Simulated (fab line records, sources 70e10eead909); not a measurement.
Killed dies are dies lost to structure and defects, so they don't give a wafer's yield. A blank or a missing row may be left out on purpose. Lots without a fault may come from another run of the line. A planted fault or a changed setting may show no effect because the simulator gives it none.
Chamber matching | flow nand_harc | NHARC_A_WL_FILL_CMP_12 on cmp-02: 4 sister chambers
The step polishes, t overpolish 30 s, target thk 75 nm. 8 wafers are shown with their chamber, then 9 later ones without.

WAFERS WITH THEIR CHAMBER
wafer  | chamber | motor_current_A (A) | time_to_endpoint_s (s)
L587.6 | 2       | 13.5                | 15.9
L589.3 | 2       | 13.2                | 15.7
L597.4 | 3       | 11.2                | 18.2
L595.4 | 1       | 11.4                | 15.4
L595.6 | 1       | 11.2                | 16.7
L604.1 | 3       | 11.3                | 13.0
L604.2 | 0       | 11.7                | 14.3
L604.6 | 0       | 12.0                | 13.3

WAFERS WITHOUT THEIR CHAMBER
wafer  | motor_current_A (A) | time_to_endpoint_s (s)
L605.1 | 11.7                | 16.6
L605.2 | 11.7                | 19.5
L605.3 | 13.8                | 18.0
L607.3 | 11.0                | 16.7
L607.4 | 11.9                | 18.8
L607.6 | 13.1                | 17.6
L606.2 | 12.8                | 18.5
L606.5 | 12.3                | 17.4
L606.6 | 10.6                | 18.2

WHICH CHAMBER EACH WENT THROUGH
wafer  | from the rows above          | in truth
L605.1 | can't be placed: 0 or 1 or 3 | 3
L605.2 | can't be placed: 1 or 0 or 3 | 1
L605.3 | 2                            | 2
L607.3 | can't be placed: 3 or 1      | 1
L607.4 | can't be placed: 0 or 1 or 3 | 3
L607.6 | 2                            | 2
L606.2 | 2                            | 2
L606.5 | 0                            | 0
L606.6 | can't be placed: 3 or 1      | 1
Placed correctly: 4 of 9. Can't be placed from these rows: 5 (the true chamber is among the candidates in 5). Placed wrongly: 0.
How it was worked out, from the rows above alone: a wafer's distance from a chamber is the root of the sum, over the readings, of the square of ((its reading less the chamber's mean) divided by the reading's scatter). The wafer belongs to the nearest chamber; if the next one is less than 2 further off, it can't be placed. A chamber's mean is the mean of its shown wafers. The scatter: the root of (the sum of the squares of (reading less its chamber's mean) over the shown wafers, divided by (wafers less chambers)).
